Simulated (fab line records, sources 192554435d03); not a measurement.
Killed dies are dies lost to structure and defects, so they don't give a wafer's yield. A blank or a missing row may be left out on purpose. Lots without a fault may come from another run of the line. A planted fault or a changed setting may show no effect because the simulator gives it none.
fab line records | flow n5_finfet
record lots=4 wafers=12 last_day=18
route steps=1938 shown BEOL_M4@1099 BEOL_M5@1112 BEOL_M7@1308 BEOL_M15@1830 PASSIVATION@1936
lots that met no fault: from a run of the same line without faults
start_h: hours from the record's first day to the start of the lot's first wafer shown | wait_h: hours since the lot's step before | " the same as in the row above | L1.1+2: a row that stands for several wafers | - no value, or no start given | * or withheld: withheld | < > ~ a bound
route shown NAME@n: a module of which the file shows steps, and the number in the route of the first | usual: mean/standard deviation of fault-free wafers | same: alike in all rows | chamber/n: place in a boat | sites: the reading at each site | _std_site: their standard deviation | _edge_site: outer sites' mean less inner sites' | radius_mm: how far each site lies from the wafer's centre | mask NAME#n: copy n | behind: the tool/chamber that last shaped the wafer | hold: why the lot was held/for how many hours/how that ended | device: the transistor (n, p or np) that didn't switch | end of line: the same wafers' tests at the end of the route | a step without rows: its recipe alone | killed: dies lost to structure and defects at the first sort, not the wafer's yield | map: a wafer's dies, x killed, . not, _ none there
set.NAME: the setting as run; set.NAME@STEP: as run at that earlier step | model.NAME: the simulator's own value behind a step, which no gauge read
lots at some steps of the route; a table a step, a row a wafer
services: from which hour (start_h, from the record's first day; less than 0 if before it) a tool's chamber was out of use, for how many hours, and why
## steps
# step N5_BEOL_M4_ANNEAL_95
# recipe temp_c=400 time_s=240 ambient=vacuum
# step N5_BEOL_M4_SPUTTER_96
# recipe material=Cu target_thk_a=45 temp_c=-20 chamber_pressure_pa=0.07 power_w=withheld time_s=8.29
# step N5_BEOL_M4_ECD_50
# recipe material=Cu target_thk_a=3000
# step N5_BEOL_M4_ANNEAL_51
# recipe temp_c=225 time_s=90 ambient=N2
# step N5_BEOL_M4_CMP_52
# recipe stop_on=SiOC t_overpolish_s=6.8 down_force_psi=1 platen_rpm=50 clearing_platen_down_force_psi=1.5 clearing_platen_rpm=50 post_cmp_clean=cu_alkaline target_thk_nm=40 clearing_platen_pad_velocity_m_s=0.99484 pad_velocity_m_s=0.99484
# step N5_BEOL_M4_PRE_CLEAN_60
# recipe gas=NH3/H2 time_s=15 temp_c=* rf_power_w=300
# step N5_BEOL_M4_CO_CAP_55
# recipe material=Co target_thk_a=20 temp_c=200 precursor=CCTBA/H2 pressure_torr=30 time_s=102.1
# step N5_BEOL_M4_PRE_CLEAN_56
# recipe gas=NH3 time_s=15 temp_c=withheld rf_power_w=300
# step N5_BEOL_M4_DEP_57
# recipe material=SiCN target_thk_a=80 temp_c=withheld precursor=3MS/NH3 pressure_torr=3 rf_w=202 time_s=14
# step N5_BEOL_M4_RC_MEAS_101
# usual DIBL_N=36.0/2.5 DIBL_P=36.7/3 IOFF_N=0.16/0.043 IOFF_P=0.21/0.049 ION_N=673/15 ION_P=461/9.8 SS_N=71.5/0.83 SS_P=73.4/0.83 VT_N=250/4 VT_P=-251/4
# columns lot.wafer tool chamber start_h wait_h DIBL_N[mV/V] DIBL_P[mV/V] IOFF_N[nA/um] IOFF_P[nA/um] ION_N[uA/um] ION_P[uA/um] SS_N[mV/dec] SS_P[mV/dec] VT_N[mV] VT_P[mV]
L336.2 prober-01 0 200.08 0.2 33.9 35.4 0.13 0.19 667 466 71.1 73.3 251 -250
L336.4 " 0 " " 35.2 36.0 0.14 0.19 657 449 70.9 73.2 252 -251
L336.5 " 0 " " 36.3 38.9 0.17 0.27 671 465 70.7 74.9 247 -247
L338.1 prober-01 0 216.05 0.0 37.5 38.8 0.17 0.23 670 458 71.5 75.1 251 -251
L338.2 " 0 " " 36.9 38.8 0.17 0.24 667 459 71.8 74.4 250 -251
L338.5 " 0 " " 39.3 41.0 0.22 0.28 674 459 72.5 74.8 250 -251
L348.2 prober-02 0 296.29 0.2 33.6 34.7 0.13 0.16 654 443 71.1 72.4 255 -254
L348.5 " 0 " " 34.3 36.4 0.14 0.18 678 463 70.8 72.9 253 -253
L348.6 " 0 " " 31.0 31.9 0.10 0.12 648 441 69.8 72.7 257 -259
L352.2 prober-01 0 320.03 0.2 37.2 38.7 0.19 0.22 670 452 71.5 73.9 247 -249
L352.3 " 0 " " 37.1 39.0 0.17 0.23 663 457 71.8 73.9 249 -250
L352.6 " 0 " " 36.9 38.0 0.17 0.22 688 467 71.7 73.6 249 -250
# step N5_BEOL_M5_ILD_DEP_00
# recipe material=SiCOH_lowk target_thk_a=1406.4 temp_c=300 precursor=DEMS/porogen pressure_torr=5 rf_w=500 time_s=25.9
# step N5_BEOL_M5_CURE_79
# recipe temp_c=385 time_s=240 ambient=He/Ar material=SiCOH_lowk
# step N5_BEOL_M5_PECVD_70
# recipe material=SiO2 target_thk_a=160 temp_c=400 precursor=TEOS/O2 pressure_torr=5.5 rf_w=450 teos_flow_sccm=53.8 gas=O2 flow_sccm=3000 time_s=18
# step N5_BEOL_M5_HM_DEP_02
# recipe material=TiN target_thk_a=200 temp_c=25 chamber_pressure_pa=0.49996
# step N5_BEOL_M5_COAT_59
# recipe resist=SOC temp_c=250 time_s=60 spin_rpm=1500 resist_thk_nm=60
# step N5_BEOL_M5_COAT_60
# recipe resist=SiARC temp_c=220 time_s=60 spin_rpm=1500 resist_thk_nm=12
# step N5_BEOL_M5_COAT_71
# recipe resist=underlayer temp_c=205 time_s=60 spin_rpm=1500 resist_thk_nm=5
# step N5_BEOL_M5_COAT_05
# recipe resist=CAR-EUV spin_rpm=1500 resist_thk_nm=30
# step N5_BEOL_M5_EBR_07
# recipe solvent=PGMEA ebr_width_mm=1.5
# step N5_BEOL_M5_SOFTBAKE_06
# recipe temp_c=110 time_s=60 resist=CAR-EUV
# step N5_BEOL_M5_EXPOSE_08
# recipe mask_id=M5 na=0.33 source_shape=annular sigma_inner=0.4 sigma_outer=0.8 polarization=unpolarized target_cd_nm=28 dose_mj=35.75
# step N5_BEOL_M5_PEB_09
# recipe peb_temp_c=100 peb_time_s=60 resist=CAR-EUV
# step N5_BEOL_M5_DEVELOP_10
# recipe develop_time_s=30 developer=TMAH resist=CAR-EUV rinse_liquid=surfactant_rinse dry=air_spin dev_temp_c=23
# step N5_BEOL_M5_DESCUM_16
# recipe chemistry=O2 time_s=7 source_power_w=50 bias_power_w=20 pressure_mtorr=20 rf_frequency_hz=2.712e+07 temp_c=40 resist=CAR-EUV o2_flow_sccm=225
# step N5_BEOL_M5_ETCH_72
# recipe chemistry=N2/H2 target=underlayer target_depth_a=65 mask_material=CAR-EUV time_s=5.2 ion_energy_ev=200 pressure_mtorr=30 source_w=840 bias_w=150 n2_flow_sccm=200 h2_flow_sccm=200 ends=cleared
# step N5_BEOL_M5_ETCH_61
# recipe chemistry=CF4 target=SiARC target_depth_a=156 mask_material=CAR-EUV time_s=26 ion_energy_ev=80 pressure_mtorr=40 source_w=545 bias_w=36 Ar_flow_sccm=100 cf4_flow_sccm=100 ends=cleared
# step N5_BEOL_M5_ETCH_62
# recipe chemistry=N2/H2 target=SOC target_depth_a=750 overetch_a=150 mask_material=SiARC temp_c=40 time_s=112.5 ion_energy_ev=200 pressure_mtorr=30 source_w=840 bias_w=150 n2_flow_sccm=200 h2_flow_sccm=200
# step N5_BEOL_M5_STRIP_63
# recipe chemistry=N2/H2 temp_c=40 n2_flow_sccm=200 h2_flow_sccm=200 rf_frequency_hz=6e+07
# step N5_BEOL_M5_STRIP_73
# recipe chemistry=N2/H2 temp_c=40 n2_flow_sccm=200 h2_flow_sccm=200 rf_frequency_hz=6e+07
# step N5_BEOL_M5_STRIP_64
# recipe chemistry=CF4 resist=SiARC power_w=300 bias_power_w=75 pressure_mtorr=50 cf4_flow_sccm=150 rf_frequency_hz=6e+07
# step N5_BEOL_M5_HM_OPEN_17
# recipe chemistry=Cl2/BCl3 target_depth_a=200 overetch_a=60 target=TiN mask_material=SOC ion_energy_ev=150 pressure_mtorr=10 icp_w=1000 bias_w=126 Cl2_flow_sccm=53.25 bcl3_flow_sccm=21.75 Ar_flow_sccm=25
# step N5_BEOL_M5_STRIP_19
# recipe chemistry=O2 power_w=400 temp_c=40 pressure_mtorr=30 rf_frequency_hz=6e+07 bias_power_w=0 overash_fraction=0.2 o2_flow_sccm=225
# step N5_BEOL_M5_COAT_65
# recipe resist=SOC temp_c=250 time_s=60 spin_rpm=1500 resist_thk_nm=60
# step N5_BEOL_M5_COAT_66
# recipe resist=SiARC temp_c=220 time_s=60 spin_rpm=1500 resist_thk_nm=12
# step N5_BEOL_M7_TRENCH_ETCH_37
# recipe chemistry=C4F6/O2 target_depth_a=934.78 target=SiCOH_lowk time_s=31.2 ion_energy_ev=250 pressure_mtorr=30 source_w=345 bias_w=185 Ar_flow_sccm=300 C4F6_flow_sccm=10 O2_flow_sccm=10
# usual C4F6_flow_sccm=10.00/0.032 chamber_pressure_mTorr=29.999/0.028 drypump_motor_current_A=5.7/0.46 oes_product_au=0.78/0.1 rf_fwd_power_W=340.4/1.3 rf_vpp_V=668/24 showerhead_plenum_p_Torr=2.85/0.11 throttle_valve_pct=21.01/0.27
# columns lot.wafer tool chamber start_h wait_h C4F6_flow_sccm chamber_pressure_mTorr drypump_motor_current_A oes_product_au rf_fwd_power_W rf_hours_counter_h rf_vpp_V showerhead_plenum_p_Torr throttle_valve_pct model.etch.depth_nm model.BEOL_M7.feature_depth_nm model.TiN_of_BEOL_M7_HM_DEP_02.thk_nm
L336.2 rie_diel-03 1 224.92 - 10.00 29.989 5.7 0.55 338.8 197 658 2.71 21.07 56.16 56.2 18.8
L336.4 " 3 " " 9.97 29.991 5.1 0.73 340.2 213 674 2.78 20.91 95.56 95.6 17.4
L336.5 " 2 " " 9.98 29.944 5.3 0.69 341.5 - 645 2.93 21.27 94.32 94.4 17.8
L338.1 rie_diel-03 0 242.46 - 10.00 29.976 5.7 0.70 339.9 240 646 2.94 21.54 92.18 92.2 17.6
L338.2 " 3 " " 9.96 30.001 5.1 0.53 338.9 218 675 2.77 20.84 55.06 55 18.8
L338.5 " 3 " " 10.02 29.991 5.1 0.71 339.0 - 672 2.78 20.92 93.67 93.6 17.2
L348.2 rie_diel-03 2 324.23 - 10.03 29.981 5.3 0.96 340.0 17 643 2.92 20.87 96.24 96.2 17.2
L348.5 " 2 " " 10.06 29.990 5.3 0.95 342.1 - 647 2.92 20.88 95.69 95.6 17.4
L348.6 " 3 " " 10.01 29.961 5.1 0.71 339.9 - 674 2.76 20.94 95.3 95.4 17
L352.2 rie_diel-02 2 344.78 - 9.98 30.037 5.6 0.95 340.4 3 689 3.00 20.36 92.92 93 17.2
L352.3 " 1 " " 10.00 29.932 6.2 0.69 341.3 239 662 2.84 21.06 92.49 92.4 17.8
L352.6 " 3 " " 10.01 30.036 5.6 0.81 339.9 - 645 3.01 20.90 91.63 91.6 18
# step N5_BEOL_M7_OCD_MEAS_38
# usual trench_depth_nm=93.7/1.7
# columns lot.wafer tool chamber start_h wait_h trench_depth_nm
L336.2 ocd-01 - 225.08 - 56.3
L336.4 " - " " 95.3
L336.5 " - " " 93.7
L338.1 ocd-02 - 242.62 - 92.1
L338.2 " - " " 55.1
L338.5 " - " " 93.9
L348.2 ocd-02 - 324.39 - 96.2
L348.5 " - " " 95.8
L348.6 " - " " 95.3
L352.2 ocd-02 - 344.93 - 92.5
L352.3 " - " " 93.0
L352.6 " - " " 91.7
# step N5_BEOL_M7_CMP_52
# recipe stop_on=SiCOH_lowk t_overpolish_s=6.9 down_force_psi=1 platen_rpm=50 clearing_platen_down_force_psi=1.5 clearing_platen_rpm=50 post_cmp_clean=cu_alkaline target_thk_nm=80 clearing_platen_pad_velocity_m_s=0.99484 pad_velocity_m_s=0.99484
# usual clearing_platen_rpm=50.001/0.025 motor_current_A=6.1/0.59
# columns lot.wafer tool chamber start_h wait_h clearing_platen_rpm motor_current_A model.Cu_of_BEOL_M7_ECD_50.thk_nm
L336.4 cmp-04 3 228.55 0.1 50.030 6.1 84
L336.2 " 2 " " 50.021 6.3 46
L336.5 " 0 " " 50.005 6.4 81.4
L338.2 cmp-04 1 244.78 0.2 49.964 6.0 43
L338.1 " 3 " " 49.979 6.2 80.8
L338.5 " 1 " " 49.987 5.8 81.8
L348.2 cmp-04 1 329.44 0.3 49.999 5.9 83.8
L348.5 " 2 " " 50.008 6.2 82
L348.6 " 3 " " 50.000 6.2 83.2
L352.2 cmp-02 1 347.21 0.3 49.980 6.7 80.2
L352.3 " 2 " " 50.029 6.9 80.6
L352.6 " 3 " " 49.983 7.3 79.6
# step N5_BEOL_M7_THK_MEAS_53
# recipe thk_meas_gauge=xrf reads=Cu_of_BEOL_M7_ECD_50
# usual M7_THK=82.1/2
# columns lot.wafer tool chamber start_h wait_h M7_THK[nm]
L336.2 film_metro-02 - 228.84 - 46.8
L336.4 " - " " 85.3
L336.5 " - " " 82.4
L338.1 film_metro-02 - 245.03 - 81.6
L338.2 " - " " 43.4
L338.5 " - " " 81.9
L348.2 film_metro-01 - 329.62 - 84.6
L348.5 " - " " 82.9
L348.6 " - " " 84.2
L352.2 film_metro-01 - 347.42 - 81.6
L352.3 " - " " 81.9
L352.6 " - " " 80.6
# step N5_BEOL_M7_RS_MEAS_57
# recipe thk_meas_gauge=four-point-probe reads=Cu_of_BEOL_M7_ECD_50+Co_of_BEOL_M7_CVD_78+TaN_of_BEOL_M7_ALD_77
# usual M7_RS=0.282/0.0078
# columns lot.wafer tool chamber start_h wait_h M7_RS[ohm/sq]
L336.2 film_metro-02 - 229.23 0.3 0.563
L336.4 " - " " 0.270
L336.5 " - " " 0.280
L338.1 film_metro-02 - 245.17 0.1 0.282
L338.2 " - " " 0.611
L338.5 " - " " 0.279
L348.2 film_metro-01 - 329.75 0.1 0.270
L348.5 " - " " 0.278
L348.6 " - " " 0.274
L352.2 film_metro-02 - 347.56 0.1 0.286
L352.3 " - " " 0.283
L352.6 " - " " 0.288
# step N5_BEOL_M15_RC_MEAS_101
# usual etest_temp_c=25.00/0.1 COMB_M10=1.43e-11/2.9e-12 COMB_M11=1.43e-11/2.9e-12 COMB_M12=6.5e-12/1.3e-12 COMB_M13=4.9e-12/1.1e-12 COMB_M14=3.8e-12/6.9e-13 COMB_M15=2.6e-12/6.2e-13 COMB_M5=3.5e-11/7.7e-12 COMB_M6=2.5e-11/4.4e-12 COMB_M8=2.6e-11/5.2e-12 COMB_M9=1.46e-11/2.8e-12 SERP_M10=3.08/0.11 SERP_M11=3.01/0.091 SERP_M12=0.637/0.022 SERP_M13=0.306/0.0061 SERP_M13_max_site=0.310/0.0063 SERP_M14=0.160/0.0056 SERP_M5=38.8/2.2 SERP_M6=13.5/0.65 SERP_M7=13.6/0.67 SERP_M7_max_site=14.1/0.72 SERP_M8=13.5/0.72 SERP_M9=3.10/0.088
# columns lot.wafer tool chamber start_h wait_h etest_temp_c COMB_M10[S/m] COMB_M11[S/m] COMB_M12[S/m] COMB_M13[S/m] COMB_M14[S/m] COMB_M15[S/m] COMB_M5[S/m] COMB_M6[S/m] COMB_M8[S/m] COMB_M9[S/m] SERP_M10[ohm/um] SERP_M11[ohm/um] SERP_M12[ohm/um] SERP_M13[ohm/um] SERP_M13_max_site[ohm/um] SERP_M14[ohm/um] SERP_M5[ohm/um] SERP_M6[ohm/um] SERP_M7[ohm/um] SERP_M7_max_site[ohm/um] SERP_M8[ohm/um] SERP_M9[ohm/um]
L336.2 prober-01 0 286.36 0.2 24.90 1.18e-11 1.45e-11 5.6e-12 4.3e-12 3.8e-12 3.5e-12 3.1e-11 3.2e-11 2.8e-11 1.82e-11 3.14 3.16 0.673 0.313 0.317 0.159 38.4 14.1 25.3 26.4 13.1 3.13
L336.4 " 0 " " 25.08 9.6e-12 1.31e-11 5.9e-12 4.7e-12 3.4e-12 2.7e-12 3.1e-11 3e-11 2.4e-11 1.32e-11 3.05 3.15 0.633 0.304 0.307 0.161 37.8 12.5 12.8 13.3 12.6 2.99
L336.5 " 0 " " 24.97 1.44e-11 1.18e-11 6.7e-12 8e-12 2.9e-12 2.7e-12 3.9e-11 2.5e-11 1.9e-11 1.47e-11 3.18 3.18 0.634 0.314 0.319 0.157 37.6 14.2 13.6 14.0 12.6 3.07
L338.1 prober-01 0 310.40 0.0 25.06 1.13e-11 1.21e-11 8e-12 3.9e-12 4e-12 1.9e-12 3.5e-11 2.9e-11 1.9e-11 1.31e-11 2.82 3.02 0.656 0.307 0.309 0.171 35.9 12.7 13.4 13.9 13.5 3.18
L338.2 " 0 " " 24.90 8.8e-12 9.1e-12 7.4e-12 4.6e-12 4.8e-12 1.9e-12 4.2e-11 2.6e-11 2.7e-11 1.95e-11 2.99 2.98 0.613 0.305 0.309 0.158 36.6 13.7 27.7 28.5 11.8 3.08
L338.5 " 0 " " 24.90 1.02e-11 1.29e-11 8.4e-12 4.2e-12 2.9e-12 1.9e-12 5.4e-11 2.4e-11 1.9e-11 1.54e-11 2.90 3.05 0.637 0.316 0.318 0.159 36.5 13.7 12.9 13.5 14.1 3.14
L348.2 prober-01 0 394.94 0.2 25.06 1.41e-11 1.41e-11 4.5e-12 3.4e-12 4.2e-12 1.7e-12 2.8e-11 2.3e-11 2.2e-11 2.33e-11 3.14 3.00 0.663 0.298 0.302 0.162 33.0 13.6 13.5 13.9 13.4 3.07
L348.5 " 0 " " 24.94 1.65e-11 1.46e-11 4.6e-12 2.2e-12 2.8e-12 2.1e-12 3.3e-11 2.8e-11 2.8e-11 1.83e-11 3.20 2.94 0.632 0.311 0.316 0.165 34.6 13.6 13.2 13.7 15.2 3.00
L348.6 " 0 " " 25.05 1.52e-11 1.25e-11 6.1e-12 3.2e-12 3.7e-12 1.7e-12 2.8e-11 3.4e-11 2.8e-11 1.67e-11 3.22 3.00 0.628 0.303 0.307 0.164 35.2 12.9 13.1 13.7 11.7 3.07
L352.2 prober-01 0 406.11 0.2 24.91 1.15e-11 1.47e-11 5.3e-12 5.3e-12 3.9e-12 2.2e-12 4e-11 2.7e-11 1.9e-11 1.22e-11 3.06 2.97 0.598 0.307 0.311 0.164 40.6 14.1 13.9 14.0 14.1 3.21
L352.3 " 0 " " 25.07 1.51e-11 1.36e-11 5e-12 3.5e-12 2.7e-12 2.1e-12 3.5e-11 2.6e-11 2.9e-11 1.19e-11 3.14 3.15 0.605 0.310 0.312 0.156 35.4 13.2 13.5 14.2 13.6 3.18
L352.6 " 0 " " 24.95 1.44e-11 1.41e-11 6.9e-12 7.3e-12 3.5e-12 2.7e-12 3.8e-11 3e-11 3.3e-11 1.39e-11 3.12 3.13 0.597 0.316 0.318 0.157 39.9 13.7 14.0 14.1 13.6 3.04
# sites SERP_M7 radius_mm=0,75,75,75,75,140,140,140,140
L336.2 26.3 26.4 25.3 25.4 25.6 23.8 24.0 23.7 24.3
L338.1 13.1 13.9 13.4 13.8 13.4 13.5 13.4 13.8 13.4
L348.2 13.9 13.4 13.5 13.6 13.4 13.5 13.8 13.3 13.6
L352.2 13.9 14.0 13.9 13.9 13.9 12.9 13.4 12.6 13.0
# step N5_PASSIVATION_PROBE_49
# usual defect_limited_yield=91.1/1.5 killed_at_M0_to_M3=37/11 killed_at_M4_up=13/5.6 killed_at_contacts=12/5.6 killed_at_front_end=39/11 killed_at_other=4/3.1 killed_dies=105/18 killed_open=69/13 killed_short=35/7.4 sort_bin_5_function=5.1/0.92 sort_bin_6_memory=3.4/0.76 sort_bin_8_speed=0.02/0.11 sort_n_pass=1075/18
# same gross_dies=1180 killed_at_back_side=0 sort_bin_4_leakage[%]=0
# columns lot.wafer tool chamber start_h wait_h defect_limited_yield[%] killed_at_M0_to_M3 killed_at_M4_up killed_at_contacts killed_at_front_end killed_at_other killed_dies killed_open killed_short sort_bin_5_function[%] sort_bin_6_memory[%] sort_bin_8_speed[%] sort_n_pass
L336.2 prober-01 - 301.77 0.1 89.2 35 45 2 37 9 128 54 40 4.3 3.2 2.88 1052
L336.4 prober-01 - 301.87 0.2 90.6 30 6 7 52 16 111 70 41 5.1 4.2 0 1069
L336.5 prober-01 - 301.92 0.2 91.1 36 18 8 34 9 105 62 42 5.5 3.2 0 1075
L338.1 prober-02 - 324.41 0.0 89.8 49 17 8 40 6 120 81 36 6.0 4.0 0 1060
L338.2 prober-02 - 324.46 0.1 84.7 46 87 7 39 1 180 78 34 5.5 3.6 5.76 1000
L338.5 prober-02 - 324.61 0.2 93.1 19 8 9 42 3 81 45 35 3.3 3.1 0 1099
L348.2 prober-02 - 410.08 0.1 92.4 28 18 11 31 2 90 65 25 3.9 3.5 0 1090
L348.5 prober-02 - 410.23 0.2 92.2 22 10 19 37 4 92 60 32 3.8 3.8 0 1088
L348.6 prober-02 - 410.28 0.3 91.7 31 11 12 42 2 98 65 32 6.0 2.3 0.34 1078
L352.2 prober-02 - 422.72 0.1 91.4 33 21 4 40 3 101 54 46 5.0 3.1 0 1079
L352.3 prober-02 - 422.77 0.1 88.9 53 11 17 45 5 131 86 45 5.9 4.7 0 1049
L352.6 prober-02 - 422.92 0.3 89.1 42 17 5 64 1 129 84 45 6.3 4.4 0 1051
# killed by level:class
L336.2 BEOL_M7:area_ecd=34 FIN_SAQP:geometric_particle:short=11 BEOL_M2:geometric_particle:open=10 STI_FIN_REVEAL:geometric_particle:open=9 BEOL_M0_SAQP:geometric_particle:short=7 BEOL_M0_SAQP:geometric_particle:open=5 BEOL_M3:geometric_particle:open=5 MIM_TOP_ETCH:geometric_particle:short=5
L336.4 FIN_SAQP:geometric_particle:short=17 FIN_SAQP:geometric_particle:open=12 STI_FIN_REVEAL:geometric_particle:open=9 BEOL_M0_SAQP:geometric_particle:open=8 MIM_TOP_ETCH:geometric_particle:short=8 DUMMY_GATE:geometric_particle:open=5 MOL_CONTACT_COAG:geometric_particle:open=5 BEOL_M1:geometric_particle:open=5
L336.5 FIN_SAQP:geometric_particle:short=10 BEOL_M0_SAQP:geometric_particle:short=10 FIN_SAQP:geometric_particle:open=9 BEOL_M2:geometric_particle:open=7 MOL_CONTACT_COAG:geometric_particle:open=6 ILD0:geometric_particle:short=5 BEOL_M0_SAQP:geometric_particle:open=5 STI_FIN_REVEAL:geometric_particle:open=4
L338.1 BEOL_M0_SAQP:geometric_particle:short=20 STI_FIN_REVEAL:geometric_particle:open=11 BEOL_M0_SAQP:geometric_particle:open=11 MOL_CONTACT_COAG:geometric_particle:open=8 BEOL_M3:geometric_particle:open=8 BEOL_M4:geometric_particle:open=7 DUMMY_GATE:geometric_particle:open=5 BEOL_M1:geometric_particle:open=5
L338.2 BEOL_M7:area_ecd=68 STI_FIN_REVEAL:geometric_particle:open=18 BEOL_M0_SAQP:geometric_particle:open=17 BEOL_M0_SAQP:geometric_particle:short=15 BEOL_M4:geometric_particle:open=9 DUMMY_GATE:geometric_particle:open=5 BEOL_M3:geometric_particle:open=5 GATE_CUT:geometric_particle:open=4
L338.5 STI_FIN_REVEAL:geometric_particle:open=9 MOL_CONTACT_COAG:geometric_particle:open=7 FIN_SAQP:geometric_particle:short=6 BEOL_M1:geometric_particle:open=5 STARTING-WAFER:geometric_particle:short=5 FIN_SAQP:geometric_particle:open=4 ILD0:geometric_particle:short=4 GATE_CUT:geometric_particle:open=3
L348.2 STI_FIN_REVEAL:geometric_particle:open=9 BEOL_M2:geometric_particle:open=8 BEOL_M4:geometric_particle:open=8 MOL_CONTACT_COAG:geometric_particle:open=6 BEOL_M3:geometric_particle:open=6 MOL_CONTACT_COAG:geometric_particle:short=5 FIN_SAQP:geometric_particle:open=4 BEOL_M0_SAQP:geometric_particle:open=4
L348.5 MOL_CONTACT_COAG:geometric_particle:open=15 BEOL_M3:geometric_particle:open=8 ILD0:geometric_particle:open=7 FIN_SAQP:geometric_particle:short=5 BEOL_M4:geometric_particle:open=5 STI_FIN_REVEAL:geometric_particle:open=4 ILD0:geometric_particle:short=4 GATE_CUT:geometric_particle:short=4
L348.6 MOL_CONTACT_COAG:geometric_particle:open=12 BEOL_M3:geometric_particle:open=12 STI_FIN_REVEAL:geometric_particle:open=9 BEOL_M2:geometric_particle:open=7 BEOL_M3:geometric_particle:short=7 BEOL_M4:geometric_particle:open=6 STARTING-WAFER:geometric_particle:short=5 STI_FIN_REVEAL:geometric_particle:short=4
L352.2 FIN_SAQP:geometric_particle:short=11 BEOL_M0_SAQP:geometric_particle:short=9 BEOL_M5:geometric_particle:open=8 BEOL_M0_SAQP:geometric_particle:open=7 GATE_CUT:geometric_particle:short=6 FIN_SAQP:geometric_particle:open=4 BEOL_M1:geometric_particle:open=4 BEOL_M6:geometric_particle:open=4
L352.3 BEOL_M0_SAQP:geometric_particle:open=15 MOL_CONTACT_COAG:geometric_particle:open=13 BEOL_M2:geometric_particle:open=12 BEOL_M0_SAQP:geometric_particle:short=11 STI_FIN_REVEAL:geometric_particle:open=9 GATE_CUT:geometric_particle:short=8 FIN_SAQP:geometric_particle:open=7 DUMMY_GATE:geometric_particle:open=5
L352.6 STI_FIN_REVEAL:geometric_particle:open=21 BEOL_M1:geometric_particle:open=12 FIN_SAQP:geometric_particle:short=9 BEOL_M4:geometric_particle:open=9 BEOL_M0_SAQP:geometric_particle:short=8 DUMMY_GATE:geometric_particle:open=7 FIN_SAQP:geometric_particle:open=6 BEOL_M2:geometric_particle:short=6
# map L336.2 (x killed, . not)
_________________............________________
______________.................._____________
___________.................x......__________
__________......................x..._________
________......x......................._______
_______......................x.........______
______.....x....x.............x...x....._____
_____................x...x...x...........____
____......................x.x.............___
___.........x.....x............x.........x.__
___.x................x.....x...............__
__.x......x.......................x.....xxx._
__.xx.x.x...x..x.......xx....x..x.........x._
_.x............x......................x......
_....x......................x.....x.....x...x
_...x..x.............x..x.......x.x...x......
_.......xxx..............x.x........x.xx...xx
_.x.x....x.......x.x.........x.x.............
_..........x.................................
_...........x......x....x.............x......
_..........x............x.x..................
__......x....x...............x.....x........_
__x..x...x......xx........x................._
___.x.x..x........xx..................x.x..__
___..x.x..x......x.......................x.__
____.......x...x......x.......x...x.......___
_____.......x..xx...xx........x..x..x....____
______.x.x..x........x.......x........x._____
_______..............x.................______
________..x...x.......x..............._______
__________.x...x...................x_________
___________..................x.....__________
______________..........x......._____________
_________________...x........________________
# map L338.2 (x killed, . not)
_________________..x.........________________
______________...x......x......._____________
___________...x..........xx.x.x.xx.__________
__________x....xx.....x..x.........x_________
________...................xxx.x..x..._______
_______x.x.....x.x..x..............x.x.______
______x........x......x.x..............._____
_____................................x.x.____
____...........x.x.....x......x...........___
___............xx..x.x...x..........x......__
___..x..x...x......xx...x........x..x......__
__.x....x................x.....xx..........._
__.......x...x...................x....xx...._
_....x.............................x...x.....
_...x........x.....x............x.......x....
_......x..x.x......x..............x......x...
_.........xx.x...x........xx.......x.........
_.............x...x..x.......x....x..........
_x..x......x........x...x...x..x.......xx....
_..xx....x..x...x.x....x....xxxx...........x.
_......x...............x.........x..x..x..x..
__.....x.............x....x..........x.xx..._
__x........x.......x........................_
___...x............xxx...x.x.......x.......__
___..........x...x.........x......x...xx...__
____............xx......x....x...x...xx.x.___
_____........x....x....x.x...x........x..____
______.....x....x.....x.......xx........_____
_______...x.....xx................x.x..______
________.......x....x.x...x........x.._______
__________........x....xx..........x_________
___________..x....x......x.....x...__________
______________x..x..xx...x......_____________
_________________.........x..________________
## services
# columns tool chamber start_h hours kind
rie_diel-02 - 204.96 14.6 pm
cmp-02 - 212.30 1.2 repair
rie_diel-02 0 225.17 5.2 repair
cmp-04 - 226.17 0.8 repair
cmp-02 - 240.29 1.6 repair
rie_diel-03 2 244.14 - clean
rie_diel-03 2 244.14 - consumable_replace:focus_ring
rie_diel-03 2 244.14 16.8 scheduled_down
rie_diel-03 2 244.14 16.8 vent_cycle
cmp-04 - 247.55 1.4 repair
rie_diel-03 0 270.19 - clean
rie_diel-03 0 270.19 - consumable_replace:focus_ring
cmp-04 - 277.06 6.8 pm
cmp-02 - 282.76 1.0 repair
rie_diel-02 2 301.04 12.7 repair
cmp-02 - 313.07 4.0 pm
rie_diel-02 2 313.75 - clean
rie_diel-02 2 313.75 - consumable_replace:focus_ring
rie_diel-02 2 313.75 - consumable_replace:showerhead
rie_diel-02 2 313.75 21.5 scheduled_down
rie_diel-02 2 313.75 21.5 vent_cycle
cmp-02 - 317.07 - consumable_replace:conditioner
cmp-02 - 317.07 3.0 pm
rie_diel-02 1 334.58 3.1 repair
## key
first_sign step=N5_BEOL_M7_OCD_MEAS_38 reading=trench_depth_nm direction=down sigmas=22 usual=93.7 struck=55.7
effect step=N5_BEOL_M7_THK_MEAS_53 reading=M7_THK direction=down sigmas=19 usual=82.1 struck=45.1
effect step=N5_BEOL_M7_RS_MEAS_57 reading=M7_RS direction=up sigmas=39 usual=0.282 struck=0.587
effect step=N5_BEOL_M15_RC_MEAS_101 reading=SERP_M7 direction=up sigmas=19 usual=13.6 struck=26.5
effect step=N5_PASSIVATION_PROBE_49 reading=sort_bin_8_speed direction=up sigmas=38 usual=0.02 struck=4.32
model_effect step=N5_BEOL_M7_TRENCH_ETCH_37 value=etch.depth_nm without=94.52 struck=55.61
model_effect step=N5_BEOL_M7_CMP_52 value=Cu_of_BEOL_M7_ECD_50.thk_nm without=83.4 struck=44.5
more_kills_born_at N5_BEOL_M7_ECD_50@ecd_cu-02=68 N5_BEOL_M7_ECD_50@ecd_cu-01=34
met_at N5_BEOL_M7_TRENCH_ETCH_37
struck_wafers L336.2,L338.2
fault kind=process_parameter_drift tool=rie_diel-03 chamber=- onset_h=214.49 steps=N5_BEOL_M7_TRENCH_ETCH_37 channel=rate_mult offset=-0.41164 shape=step end_h=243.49 scope=struck_wafers_only
